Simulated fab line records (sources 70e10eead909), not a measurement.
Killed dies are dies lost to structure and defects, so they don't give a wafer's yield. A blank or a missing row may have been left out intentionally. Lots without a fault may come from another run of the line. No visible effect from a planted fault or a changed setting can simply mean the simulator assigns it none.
fab line records / flow nand-harc
record: lots: 6 wafers: 18 last-day: 33
route steps=1302 shown A_CHANNEL_FILL_D1@495
lots that met no fault: taken from a fault-free run of the same line
start-h: the number of hours between the record's first day and the start of the first shown wafer of the lot / wait-h: how many hours have passed since the lot's step before this one / " as in the row above / L1.1+2: a row that stands for several wafers / - no value, or no start was given / * or withheld: withheld / < > ~ a bound
route shown NAME@n: NAME is a module with steps in the file, n the number in the route of the first one / usual: mean/standard deviation of fault-free wafers / same: alike in all rows / chamber/n: place in a boat / sites: each site's reading / _std_site: standard deviation across them / _edge_site: inner sites' mean taken away from outer sites' mean / radius-mm: how far each site lies from the wafer's centre / mask NAME#n: copy n / behind: the last tool/chamber to shape the wafer / hold: cause of the lot's hold/its duration in hours/its outcome / device: which transistor (n, p or np) failed to switch / end of line: tests of these same wafers at the route's end / a step given without rows: its recipe and nothing more / killed: count of dies lost to structure and defects at first sort (not the wafer's yield) / map: dies across one wafer; x = killed, . = not, _ = none there
set.NAME: setting as actually run; set.NAME@STEP: the setting as run at that earlier step / model.NAME: the simulator's own value behind a step, which no gauge read
a table for each step, a row for each wafer; lots at some steps of the route
services: when a tool's chamber went out of use (start-h, in hours from the record's first day, below 0 if earlier), for how many hours, and the reason
== steps ==
step: NHARC_A_CHANNEL_FILL_D1_ALD_15
recipe: target-thk-a: 20 pulse-time-s: 60 ald-cycles: 19 temp-c: 630 pressure-torr: 2 material: SiNx
usual: ald-cycles: 19/0 chamber-pressure-Torr: 1.999/0.0041 precursor-pulse-height-rel: 1.000/0.021
lot.wafer=L183.1 tool=ald-sin-batch-03 chamber=0 start-h=- wait-h=- ald-cycles=19 chamber-pressure-Torr=1.998 precursor-pulse-height-rel=0.970
lot.wafer=L183.2 tool=ald-sin-batch-03 chamber=0 start-h=- wait-h=- ald-cycles=19 chamber-pressure-Torr=1.996 precursor-pulse-height-rel=0.980
lot.wafer=L183.5 tool=ald-sin-batch-03 chamber=0 start-h=- wait-h=- ald-cycles=19 chamber-pressure-Torr=2.000 precursor-pulse-height-rel=1.027
lot.wafer=L184.2 tool=ald-sin-batch-03 chamber=0 start-h=- wait-h=- ald-cycles=19 chamber-pressure-Torr=1.995 precursor-pulse-height-rel=1.002
lot.wafer=L184.3 tool=ald-sin-batch-03 chamber=0 start-h=- wait-h=- ald-cycles=19 chamber-pressure-Torr=1.997 precursor-pulse-height-rel=1.017
lot.wafer=L184.6 tool=ald-sin-batch-03 chamber=0 start-h=- wait-h=- ald-cycles=19 chamber-pressure-Torr=1.993 precursor-pulse-height-rel=1.018
lot.wafer=L192.2 tool=ald-sin-batch-02 chamber=0 start-h=- wait-h=- ald-cycles=19 chamber-pressure-Torr=2.001 precursor-pulse-height-rel=1.030
lot.wafer=L192.5 tool=ald-sin-batch-02 chamber=0 start-h=- wait-h=- ald-cycles=19 chamber-pressure-Torr=1.999 precursor-pulse-height-rel=0.969
lot.wafer=L192.6 tool=ald-sin-batch-02 chamber=0 start-h=- wait-h=- ald-cycles=19 chamber-pressure-Torr=2.004 precursor-pulse-height-rel=1.010
lot.wafer=L194.2 tool=ald-sin-batch-02 chamber=0 start-h=- wait-h=- ald-cycles=19 chamber-pressure-Torr=1.996 precursor-pulse-height-rel=1.012
lot.wafer=L194.4 tool=ald-sin-batch-02 chamber=0 start-h=- wait-h=- ald-cycles=19 chamber-pressure-Torr=1.993 precursor-pulse-height-rel=0.989
lot.wafer=L194.5 tool=ald-sin-batch-02 chamber=0 start-h=- wait-h=- ald-cycles=19 chamber-pressure-Torr=1.994 precursor-pulse-height-rel=1.015
lot.wafer=L195.2 tool=ald-sin-batch-01 chamber=0 start-h=354.80 wait-h=3.2 ald-cycles=19 chamber-pressure-Torr=2.000 precursor-pulse-height-rel=0.995
lot.wafer=L195.5 tool=ald-sin-batch-01 chamber=0 start-h=354.80 wait-h=3.2 ald-cycles=19 chamber-pressure-Torr=2.001 precursor-pulse-height-rel=1.051
lot.wafer=L195.6 tool=ald-sin-batch-01 chamber=0 start-h=354.80 wait-h=3.2 ald-cycles=19 chamber-pressure-Torr=2.000 precursor-pulse-height-rel=0.999
lot.wafer=L202.1 tool=ald-sin-batch-01 chamber=0 start-h=- wait-h=- ald-cycles=19 chamber-pressure-Torr=2.002 precursor-pulse-height-rel=0.998
lot.wafer=L202.5 tool=ald-sin-batch-01 chamber=0 start-h=- wait-h=- ald-cycles=19 chamber-pressure-Torr=2.006 precursor-pulse-height-rel=0.997
lot.wafer=L202.6 tool=ald-sin-batch-01 chamber=0 start-h=- wait-h=- ald-cycles=19 chamber-pressure-Torr=1.997 precursor-pulse-height-rel=0.989
step: NHARC_A_CHANNEL_FILL_D1_ALD_16
recipe: target-thk-a: 15 pulse-time-s: 10 ald-cycles: 15 temp-c: 300 material: SiO2
usual: ald-cycles: 15/0 heater-power-w: 455/33 precursor-pulse-height-rel: 0.997/0.019
lot.wafer=L183.2 tool=ald-hk-02 chamber=0 start-h=238.95 wait-h=0.0 ald-cycles=15 heater-power-w=492 precursor-pulse-height-rel=0.985
lot.wafer=L183.1 tool=ald-hk-02 chamber=1 start-h=238.95 wait-h=0.0 ald-cycles=15 heater-power-w=424 precursor-pulse-height-rel=1.015
lot.wafer=L183.5 tool=ald-hk-02 chamber=0 start-h=238.95 wait-h=0.0 ald-cycles=15 heater-power-w=500 precursor-pulse-height-rel=0.989
lot.wafer=L184.3 tool=ald-hk-01 chamber=3 start-h=254.26 wait-h=0.1 ald-cycles=15 heater-power-w=488 precursor-pulse-height-rel=0.998
lot.wafer=L184.2 tool=ald-hk-01 chamber=0 start-h=254.26 wait-h=0.1 ald-cycles=15 heater-power-w=494 precursor-pulse-height-rel=0.962
lot.wafer=L184.6 tool=ald-hk-01 chamber=1 start-h=254.26 wait-h=0.1 ald-cycles=15 heater-power-w=434 precursor-pulse-height-rel=0.995
lot.wafer=L192.2 tool=ald-hk-02 chamber=1 start-h=322.35 wait-h=0.2 ald-cycles=15 heater-power-w=426 precursor-pulse-height-rel=0.988
lot.wafer=L192.6 tool=ald-hk-02 chamber=1 start-h=322.35 wait-h=0.2 ald-cycles=15 heater-power-w=426 precursor-pulse-height-rel=1.003
lot.wafer=L192.5 tool=ald-hk-02 chamber=2 start-h=322.35 wait-h=0.2 ald-cycles=15 heater-power-w=416 precursor-pulse-height-rel=1.001
lot.wafer=L194.4 tool=ald-hk-01 chamber=0 start-h=340.98 wait-h=0.1 ald-cycles=15 heater-power-w=473 precursor-pulse-height-rel=0.990
lot.wafer=L194.2 tool=ald-hk-01 chamber=1 start-h=340.98 wait-h=0.1 ald-cycles=15 heater-power-w=439 precursor-pulse-height-rel=1.054
lot.wafer=L194.5 tool=ald-hk-01 chamber=1 start-h=340.98 wait-h=0.1 ald-cycles=15 heater-power-w=447 precursor-pulse-height-rel=0.996
lot.wafer=L195.2 tool=ald-hk-01 chamber=1 start-h=357.25 wait-h=0.4 ald-cycles=15 heater-power-w=426 precursor-pulse-height-rel=1.015
lot.wafer=L195.5 tool=ald-hk-01 chamber=1 start-h=357.25 wait-h=0.4 ald-cycles=15 heater-power-w=441 precursor-pulse-height-rel=1.022
lot.wafer=L195.6 tool=ald-hk-01 chamber=2 start-h=357.25 wait-h=0.4 ald-cycles=15 heater-power-w=473 precursor-pulse-height-rel=0.975
lot.wafer=L202.1 tool=ald-hk-02 chamber=3 start-h=423.25 wait-h=0.3 ald-cycles=15 heater-power-w=475 precursor-pulse-height-rel=0.978
lot.wafer=L202.5 tool=ald-hk-02 chamber=0 start-h=423.25 wait-h=0.3 ald-cycles=15 heater-power-w=466 precursor-pulse-height-rel=1.001
lot.wafer=L202.6 tool=ald-hk-02 chamber=1 start-h=423.25 wait-h=0.3 ald-cycles=15 heater-power-w=431 precursor-pulse-height-rel=1.025
step: NHARC_A_CHANNEL_FILL_D1_ANNEAL_17
recipe: temp-c: 850 time-s: 1800
step: NHARC_A_CHANNEL_FILL_D1_CVD_18
recipe: target-thk-a: 30 temp-c: 550 material: poly-Si
step: NHARC_A_CHANNEL_FILL_D1_ETCHBACK_19
recipe: target-depth-a: 50 time-s: 1.7 hbr-flow-sccm: 150 cl2-flow-sccm: 50 rf-w: 400 icp-w: 400 bias-w: 100 chemistry: HBr/Cl2
step: NHARC_A_CHANNEL_FILL_D1_ETCHBACK_20
recipe: target-depth-a: 270 time-s: 13.5 c4f8-flow-sccm: withheld o2-flow-sccm: 8 ar-flow-sccm: withheld rf-w: 600 bias-w: 1500 chemistry: C4F8/O2/Ar
usual: oes-product-au: 0.96/0.037 rf-vpp-V: 980/4.7
lot.wafer=L183.1 tool=rie-diel-12 chamber=0 start-h=251.00 wait-h=- oes-product-au=0.99 rf-hours-counter-h=8 rf-vpp-V=983
lot.wafer=L183.2 tool=rie-diel-12 chamber=1 start-h=251.00 wait-h=- oes-product-au=1.00 rf-hours-counter-h=8 rf-vpp-V=981
lot.wafer=L183.5 tool=rie-diel-12 chamber=3 start-h=251.00 wait-h=- oes-product-au=0.99 rf-hours-counter-h=- rf-vpp-V=980
lot.wafer=L184.2 tool=rie-diel-06 chamber=0 start-h=266.21 wait-h=- oes-product-au=0.92 rf-hours-counter-h=8 rf-vpp-V=984
lot.wafer=L184.3 tool=rie-diel-06 chamber=2 start-h=266.21 wait-h=- oes-product-au=0.93 rf-hours-counter-h=8 rf-vpp-V=969
lot.wafer=L184.6 tool=rie-diel-06 chamber=0 start-h=266.21 wait-h=- oes-product-au=0.92 rf-hours-counter-h=- rf-vpp-V=983
lot.wafer=L192.2 tool=rie-diel-06 chamber=3 start-h=334.46 wait-h=- oes-product-au=1.00 rf-hours-counter-h=1 rf-vpp-V=985
lot.wafer=L192.6 tool=rie-diel-06 chamber=0 start-h=334.46 wait-h=- oes-product-au=0.99 rf-hours-counter-h=- rf-vpp-V=982
lot.wafer=L192.5 tool=rie-diel-06 chamber=1 start-h=334.46 wait-h=- oes-product-au=1.00 rf-hours-counter-h=- rf-vpp-V=987
lot.wafer=L194.2 tool=rie-diel-12 chamber=1 start-h=352.90 wait-h=- oes-product-au=1.00 rf-hours-counter-h=4 rf-vpp-V=979
lot.wafer=L194.4 tool=rie-diel-12 chamber=3 start-h=352.90 wait-h=- oes-product-au=0.97 rf-hours-counter-h=3 rf-vpp-V=981
lot.wafer=L194.5 tool=rie-diel-12 chamber=1 start-h=352.90 wait-h=- oes-product-au=1.01 rf-hours-counter-h=- rf-vpp-V=979
lot.wafer=L195.2 tool=rie-diel-06 chamber=3 start-h=369.40 wait-h=- oes-product-au=0.97 rf-hours-counter-h=3 rf-vpp-V=985
lot.wafer=L195.6 tool=rie-diel-06 chamber=3 start-h=369.40 wait-h=- oes-product-au=0.97 rf-hours-counter-h=- rf-vpp-V=987
lot.wafer=L195.5 tool=rie-diel-06 chamber=0 start-h=369.40 wait-h=- oes-product-au=0.98 rf-hours-counter-h=- rf-vpp-V=981
lot.wafer=L202.1 tool=rie-diel-12 chamber=1 start-h=436.05 wait-h=- oes-product-au=0.94 rf-hours-counter-h=7 rf-vpp-V=980
lot.wafer=L202.5 tool=rie-diel-12 chamber=3 start-h=436.05 wait-h=- oes-product-au=0.92 rf-hours-counter-h=- rf-vpp-V=981
lot.wafer=L202.6 tool=rie-diel-12 chamber=0 start-h=436.05 wait-h=- oes-product-au=0.94 rf-hours-counter-h=- rf-vpp-V=983
step: NHARC_A_CHANNEL_FILL_D1_STRIP_28
recipe: time-s: 20 o2-flow-sccm: 500 ar-flow-sccm: 0 bias-w: 0 chemistry: O2
usual: drypump-motor-current-A: 5.6/0.42 oes-product-au: 1.002/0.0098 rf-vpp-V: 57.9/0.83 showerhead-plenum-p-Torr: 3.56/0.12 throttle-valve-pct: 17.036/0.0095
lot.wafer=L183.1 tool=rie-diel-12 chamber=1 start-h=251.12 wait-h=0.1 drypump-motor-current-A=6.0 oes-product-au=1.010 rf-hours-counter-h=8 rf-vpp-V=57.8 showerhead-plenum-p-Torr=3.57 throttle-valve-pct=17.044
lot.wafer=L183.2 tool=rie-diel-12 chamber=0 start-h=251.12 wait-h=0.1 drypump-motor-current-A=5.2 oes-product-au=1.000 rf-hours-counter-h=8 rf-vpp-V=57.4 showerhead-plenum-p-Torr=3.65 throttle-valve-pct=17.040
lot.wafer=L183.5 tool=rie-diel-12 chamber=2 start-h=251.12 wait-h=0.1 drypump-motor-current-A=5.3 oes-product-au=1.014 rf-hours-counter-h=- rf-vpp-V=56.1 showerhead-plenum-p-Torr=3.42 throttle-valve-pct=17.030
lot.wafer=L184.3 tool=rie-diel-06 chamber=1 start-h=266.29 wait-h=0.1 drypump-motor-current-A=5.6 oes-product-au=1.001 rf-hours-counter-h=9 rf-vpp-V=57.4 showerhead-plenum-p-Torr=3.76 throttle-valve-pct=17.023
lot.wafer=L184.2 tool=rie-diel-06 chamber=2 start-h=266.29 wait-h=0.1 drypump-motor-current-A=5.0 oes-product-au=1.000 rf-hours-counter-h=8 rf-vpp-V=57.5 showerhead-plenum-p-Torr=3.31 throttle-valve-pct=17.036
lot.wafer=L184.6 tool=rie-diel-06 chamber=0 start-h=266.29 wait-h=0.1 drypump-motor-current-A=5.5 oes-product-au=0.987 rf-hours-counter-h=- rf-vpp-V=59.4 showerhead-plenum-p-Torr=3.64 throttle-valve-pct=17.016
lot.wafer=L192.2 tool=rie-diel-06 chamber=1 start-h=334.52 wait-h=0.1 drypump-motor-current-A=5.6 oes-product-au=1.007 rf-hours-counter-h=1 rf-vpp-V=58.0 showerhead-plenum-p-Torr=3.76 throttle-valve-pct=17.028
lot.wafer=L192.6 tool=rie-diel-06 chamber=0 start-h=334.52 wait-h=0.1 drypump-motor-current-A=5.5 oes-product-au=1.004 rf-hours-counter-h=- rf-vpp-V=58.1 showerhead-plenum-p-Torr=3.63 throttle-valve-pct=17.041
lot.wafer=L192.5 tool=rie-diel-06 chamber=1 start-h=334.52 wait-h=0.1 drypump-motor-current-A=5.6 oes-product-au=1.001 rf-hours-counter-h=- rf-vpp-V=57.5 showerhead-plenum-p-Torr=3.76 throttle-valve-pct=17.035
lot.wafer=L194.4 tool=rie-diel-12 chamber=0 start-h=352.98 wait-h=0.1 drypump-motor-current-A=5.2 oes-product-au=1.009 rf-hours-counter-h=4 rf-vpp-V=59.1 showerhead-plenum-p-Torr=3.65 throttle-valve-pct=17.044
lot.wafer=L194.2 tool=rie-diel-12 chamber=3 start-h=352.98 wait-h=0.1 drypump-motor-current-A=5.1 oes-product-au=0.994 rf-hours-counter-h=3 rf-vpp-V=58.2 showerhead-plenum-p-Torr=3.60 throttle-valve-pct=17.052
lot.wafer=L194.5 tool=rie-diel-12 chamber=0 start-h=352.98 wait-h=0.1 drypump-motor-current-A=5.2 oes-product-au=1.017 rf-hours-counter-h=- rf-vpp-V=57.7 showerhead-plenum-p-Torr=3.65 throttle-valve-pct=17.037
lot.wafer=L195.2 tool=rie-diel-06 chamber=1 start-h=369.50 wait-h=0.1 drypump-motor-current-A=5.6 oes-product-au=1.022 rf-hours-counter-h=3 rf-vpp-V=58.5 showerhead-plenum-p-Torr=3.76 throttle-valve-pct=17.051
lot.wafer=L195.6 tool=rie-diel-06 chamber=0 start-h=369.50 wait-h=0.1 drypump-motor-current-A=5.5 oes-product-au=1.000 rf-hours-counter-h=- rf-vpp-V=57.2 showerhead-plenum-p-Torr=3.63 throttle-valve-pct=17.027
lot.wafer=L195.5 tool=rie-diel-06 chamber=1 start-h=369.50 wait-h=0.1 drypump-motor-current-A=5.6 oes-product-au=1.019 rf-hours-counter-h=- rf-vpp-V=57.4 showerhead-plenum-p-Torr=3.76 throttle-valve-pct=17.023
lot.wafer=L202.1 tool=rie-diel-12 chamber=0 start-h=436.12 wait-h=0.1 drypump-motor-current-A=5.2 oes-product-au=1.005 rf-hours-counter-h=8 rf-vpp-V=56.8 showerhead-plenum-p-Torr=3.65 throttle-valve-pct=17.030
lot.wafer=L202.5 tool=rie-diel-12 chamber=0 start-h=436.12 wait-h=0.1 drypump-motor-current-A=5.2 oes-product-au=1.013 rf-hours-counter-h=- rf-vpp-V=59.4 showerhead-plenum-p-Torr=3.65 throttle-valve-pct=17.044
lot.wafer=L202.6 tool=rie-diel-12 chamber=1 start-h=436.12 wait-h=0.1 drypump-motor-current-A=6.0 oes-product-au=1.006 rf-hours-counter-h=- rf-vpp-V=56.4 showerhead-plenum-p-Torr=3.57 throttle-valve-pct=17.036
step: NHARC_A_CHANNEL_FILL_D1_PRECLEAN_21
recipe: time-s: 30 chemistry: dHF
step: NHARC_A_CHANNEL_FILL_D1_SRD_23
step: NHARC_A_CHANNEL_FILL_D1_CVD_05
recipe: target-thk-a: 50 temp-c: 550 material: poly-Si
step: NHARC_A_CHANNEL_FILL_D1_ANNEAL_22
recipe: temp-c: 620 time-s: 7200
step: NHARC_A_CHANNEL_FILL_D1_ALD_25
recipe: target-thk-a: 600 pulse-time-s: 10 ald-cycles: 600 temp-c: 300 material: SiOx
usual: ald-cycles: 600/0 heater-power-w: 459/33 precursor-pulse-height-rel: 0.999/0.02
lot.wafer=L183.1 tool=ald-hk-01 chamber=0 start-h=265.44 wait-h=0.1 ald-cycles=600 heater-power-w=487 precursor-pulse-height-rel=0.976
lot.wafer=L183.2 tool=ald-hk-01 chamber=1 start-h=265.44 wait-h=0.1 ald-cycles=600 heater-power-w=415 precursor-pulse-height-rel=0.992
lot.wafer=L183.5 tool=ald-hk-01 chamber=1 start-h=268.50 wait-h=3.1 ald-cycles=600 heater-power-w=428 precursor-pulse-height-rel=0.980
lot.wafer=L184.2 tool=ald-hk-03 chamber=3 start-h=279.88 wait-h=1.3 ald-cycles=600 heater-power-w=403 precursor-pulse-height-rel=0.997
lot.wafer=L184.3 tool=ald-hk-03 chamber=0 start-h=279.88 wait-h=1.3 ald-cycles=600 heater-power-w=477 precursor-pulse-height-rel=1.017
lot.wafer=L184.6 tool=ald-hk-03 chamber=2 start-h=281.75 wait-h=3.2 ald-cycles=600 heater-power-w=442 precursor-pulse-height-rel=1.027
lot.wafer=L192.2 tool=ald-hk-01 chamber=2 start-h=346.98 wait-h=0.7 ald-cycles=486 heater-power-w=481 precursor-pulse-height-rel=1.003
lot.wafer=L192.5 tool=ald-hk-01 chamber=1 start-h=348.84 wait-h=2.5 ald-cycles=600 heater-power-w=440 precursor-pulse-height-rel=1.015
lot.wafer=L192.6 tool=ald-hk-01 chamber=2 start-h=348.84 wait-h=2.5 ald-cycles=486 heater-power-w=472 precursor-pulse-height-rel=0.987
lot.wafer=L194.4 tool=ald-hk-01 chamber=0 start-h=366.63 wait-h=0.7 ald-cycles=600 heater-power-w=463 precursor-pulse-height-rel=0.997
lot.wafer=L194.2 tool=ald-hk-01 chamber=2 start-h=367.86 wait-h=1.9 ald-cycles=486 heater-power-w=476 precursor-pulse-height-rel=0.986
lot.wafer=L194.5 tool=ald-hk-01 chamber=3 start-h=367.86 wait-h=1.9 ald-cycles=600 heater-power-w=458 precursor-pulse-height-rel=0.992
lot.wafer=L195.2 tool=ald-hk-02 chamber=0 start-h=383.17 wait-h=1.9 ald-cycles=600 heater-power-w=452 precursor-pulse-height-rel=0.980
lot.wafer=L195.6 tool=ald-hk-02 chamber=1 start-h=383.17 wait-h=1.9 ald-cycles=600 heater-power-w=429 precursor-pulse-height-rel=0.996
lot.wafer=L195.5 tool=ald-hk-02 chamber=2 start-h=383.17 wait-h=1.9 ald-cycles=600 heater-power-w=406 precursor-pulse-height-rel=0.993
lot.wafer=L202.1 tool=ald-hk-03 chamber=2 start-h=450.81 wait-h=1.9 ald-cycles=600 heater-power-w=427 precursor-pulse-height-rel=1.015
lot.wafer=L202.6 tool=ald-hk-03 chamber=3 start-h=450.81 wait-h=1.9 ald-cycles=600 heater-power-w=384 precursor-pulse-height-rel=0.978
lot.wafer=L202.5 tool=ald-hk-03 chamber=0 start-h=450.81 wait-h=1.9 ald-cycles=600 heater-power-w=488 precursor-pulse-height-rel=0.993
step: NHARC_A_CHANNEL_FILL_D1_ETCHBACK_08
recipe: target-depth-a: 2200 time-s: 110 c4f8-flow-sccm: 20 ar-flow-sccm: withheld rf-w: 600 bias-w: 300 chemistry: C4F8
usual: oes-product-au: 0.98/0.035 rf-vpp-V: 441.5/2.7
lot.wafer=L183.1 tool=rie-diel-06 chamber=0 start-h=- wait-h=- oes-product-au=0.92 rf-hours-counter-h=7.8 rf-vpp-V=442.8
lot.wafer=L183.2 tool=rie-diel-06 chamber=2 start-h=- wait-h=- oes-product-au=0.93 rf-hours-counter-h=8.1 rf-vpp-V=436.7
lot.wafer=L183.5 tool=rie-diel-06 chamber=0 start-h=- wait-h=- oes-product-au=0.92 rf-hours-counter-h=- rf-vpp-V=442.8
lot.wafer=L184.3 tool=rie-diel-04 chamber=1 start-h=- wait-h=- oes-product-au=1.01 rf-hours-counter-h=4.9 rf-vpp-V=438.6
lot.wafer=L184.2 tool=rie-diel-04 chamber=0 start-h=- wait-h=- oes-product-au=0.99 rf-hours-counter-h=4.9 rf-vpp-V=440.0
lot.wafer=L184.6 tool=rie-diel-04 chamber=1 start-h=- wait-h=- oes-product-au=0.99 rf-hours-counter-h=- rf-vpp-V=435.2
lot.wafer=L192.2 tool=rie-diel-12 chamber=2 start-h=- wait-h=- oes-product-au=1.00 rf-hours-counter-h=3.9 rf-vpp-V=440.3
lot.wafer=L192.5 tool=rie-diel-12 chamber=0 start-h=- wait-h=- oes-product-au=1.01 rf-hours-counter-h=- rf-vpp-V=443.4
lot.wafer=L192.6 tool=rie-diel-12 chamber=1 start-h=- wait-h=- oes-product-au=1.01 rf-hours-counter-h=- rf-vpp-V=441.2
lot.wafer=L194.2 tool=rie-diel-04 chamber=3 start-h=- wait-h=- oes-product-au=0.99 rf-hours-counter-h=0.1 rf-vpp-V=440.4
lot.wafer=L194.5 tool=rie-diel-04 chamber=3 start-h=- wait-h=- oes-product-au=1.00 rf-hours-counter-h=- rf-vpp-V=440.6
lot.wafer=L194.4 tool=rie-diel-04 chamber=1 start-h=- wait-h=- oes-product-au=0.99 rf-hours-counter-h=- rf-vpp-V=437.9
lot.wafer=L195.2 tool=rie-diel-04 chamber=3 start-h=- wait-h=- oes-product-au=0.99 rf-hours-counter-h=0.7 rf-vpp-V=440.1
lot.wafer=L195.5 tool=rie-diel-04 chamber=3 start-h=- wait-h=- oes-product-au=0.99 rf-hours-counter-h=- rf-vpp-V=440.8
lot.wafer=L195.6 tool=rie-diel-04 chamber=0 start-h=- wait-h=- oes-product-au=1.00 rf-hours-counter-h=- rf-vpp-V=441.5
lot.wafer=L202.1 tool=rie-diel-06 chamber=3 start-h=- wait-h=- oes-product-au=0.93 rf-hours-counter-h=7.9 rf-vpp-V=443.0
lot.wafer=L202.5 tool=rie-diel-06 chamber=3 start-h=- wait-h=- oes-product-au=0.93 rf-hours-counter-h=- rf-vpp-V=445.4
lot.wafer=L202.6 tool=rie-diel-06 chamber=0 start-h=- wait-h=- oes-product-au=0.93 rf-hours-counter-h=- rf-vpp-V=444.1
== services ==
tool=ald-hk-03 chamber=- start-h=213.01 hours=10.0 kind=pm
tool=ald-sin-batch-02 chamber=- start-h=235.12 hours=5.9 kind=repair
tool=rie-diel-06 chamber=0 start-h=237.20 hours=- kind=clean
tool=rie-diel-06 chamber=1 start-h=237.20 hours=- kind=clean
tool=rie-diel-06 chamber=2 start-h=237.20 hours=- kind=clean
tool=rie-diel-06 chamber=3 start-h=237.20 hours=- kind=clean
tool=rie-diel-12 chamber=3 start-h=242.47 hours=6.3 kind=repair
tool=rie-diel-06 chamber=- start-h=257.18 hours=0.4 kind=repair
tool=rie-diel-06 chamber=0 start-h=261.70 hours=- kind=clean
tool=rie-diel-06 chamber=1 start-h=261.70 hours=- kind=clean
tool=ald-sin-batch-02 chamber=- start-h=266.00 hours=26.0 kind=pm
tool=rie-diel-12 chamber=- start-h=268.43 hours=9.0 kind=pm
tool=rie-diel-04 chamber=3 start-h=288.71 hours=6.8 kind=repair
tool=ald-hk-01 chamber=- start-h=296.00 hours=10.0 kind=pm
tool=rie-diel-06 chamber=- start-h=307.20 hours=9.0 kind=pm
tool=rie-diel-12 chamber=3 start-h=327.95 hours=7.1 kind=repair
tool=rie-diel-04 chamber=- start-h=354.95 hours=9.0 kind=pm
tool=rie-diel-04 chamber=0 start-h=367.88 hours=4.1 kind=repair
tool=ald-hk-02 chamber=- start-h=370.14 hours=2.0 kind=repair
tool=ald-hk-03 chamber=- start-h=375.61 hours=2.3 kind=repair
tool=ald-sin-batch-03 chamber=- start-h=381.27 hours=14.5 kind=repair
tool=ald-hk-03 chamber=- start-h=391.01 hours=10.0 kind=pm
tool=rie-diel-04 chamber=2 start-h=442.74 hours=4.8 kind=repair
tool=rie-diel-12 chamber=- start-h=445.43 hours=9.0 kind=pm
== key ==
first-sign: step: NHARC_A_CHANNEL_FILL_D1_ALD_25 reading: ald-cycles direction: down sigmas: 99+ usual: 600 struck: 486
effect none on later readings
met-at NHARC_A_CHANNEL_FILL_D1_ALD_25
struck-wafers L192.2,L192.6,L194.2
tester-left-out L192,L194
onset-between 265.44 346.98
fault: kind: process-parameter-drift tool: ald-hk-01 chamber: - onset-h: 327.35 steps: NHARC_A_CHANNEL_FILL_D1_ALD_25 channel: ald-cycles offset: -114 shape: step end-h: 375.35 scope: struck-wafers-only acts-in: these-recipes-only stated: 600
tester-left-out: of these lots the tester's yield and bins aren't shown, on N5 and GAA mostly nor the transistor test; their killed dies are dies lost to structure and defects alone, not to doping, threshold or leakage, so they don't give the yield
